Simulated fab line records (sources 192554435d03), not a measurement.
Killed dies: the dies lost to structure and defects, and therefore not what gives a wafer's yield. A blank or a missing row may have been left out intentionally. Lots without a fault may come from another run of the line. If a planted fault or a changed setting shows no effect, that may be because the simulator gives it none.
Chamber matching || flow n5 finfet || 3 sister chambers for N5_BEOL_M7_ILD_DEP_00 on pecvd-03
The step deposits SiCOH lowk from DEMS/porogen, target thk 179.75 nm, time 33.4 s. 3 wafers are shown with their chamber, then 8 later ones without.

== EACH WAFER AND ITS CHAMBER ==
{"wafer": "L084.2", "chamber": 1, "throttle valve pct (%)": 13.9}
{"wafer": "L084.4", "chamber": 2, "throttle valve pct (%)": 13.6}
{"wafer": "L083.2", "chamber": 0, "throttle valve pct (%)": 15.4}

== WAFERS WITH NO CHAMBER GIVEN ==
{"wafer": "L083.5", "throttle valve pct (%)": 15.4}
{"wafer": "L083.6", "throttle valve pct (%)": 13.5}
{"wafer": "L090.1", "throttle valve pct (%)": 13.4}
{"wafer": "L090.3", "throttle valve pct (%)": 13.8}
{"wafer": "L090.5", "throttle valve pct (%)": 13.7}
{"wafer": "L096.2", "throttle valve pct (%)": 14.0}
{"wafer": "L096.4", "throttle valve pct (%)": 15.4}
{"wafer": "L096.6", "throttle valve pct (%)": 13.7}

== THE CHAMBER EACH PASSED THROUGH ==
{"wafer": "L083.5", "from the rows above": 0, "in truth": 0}
{"wafer": "L083.6", "from the rows above": 2, "in truth": 2}
{"wafer": "L090.1", "from the rows above": 2, "in truth": 2}
{"wafer": "L090.3", "from the rows above": "can't be placed: 1 or 2", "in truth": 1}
{"wafer": "L090.5", "from the rows above": "can't be placed: 2 or 1", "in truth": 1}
{"wafer": "L096.2", "from the rows above": 1, "in truth": 1}
{"wafer": "L096.4", "from the rows above": 0, "in truth": 0}
{"wafer": "L096.6", "from the rows above": "can't be placed: 2 or 1", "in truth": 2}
Correct placement for 5 of the 8. Unplaceable from these rows: 3, with the true chamber sitting among the candidates in 3. 0 placed wrongly.
How it was worked out, from the rows above alone: a wafer's distance from a chamber is the root of the sum, over the readings, of the square of ((its reading less the chamber's mean) divided by the reading's scatter). If the next closest chamber is less than 2 further off than the closest, the wafer can't be placed; otherwise it belongs to the closest. A chamber's mean is the mean of its shown wafers. The scatter (one wafer shown for each chamber): square how far every hidden wafer sits from the nearest shown wafer, average those squares and take the square root.
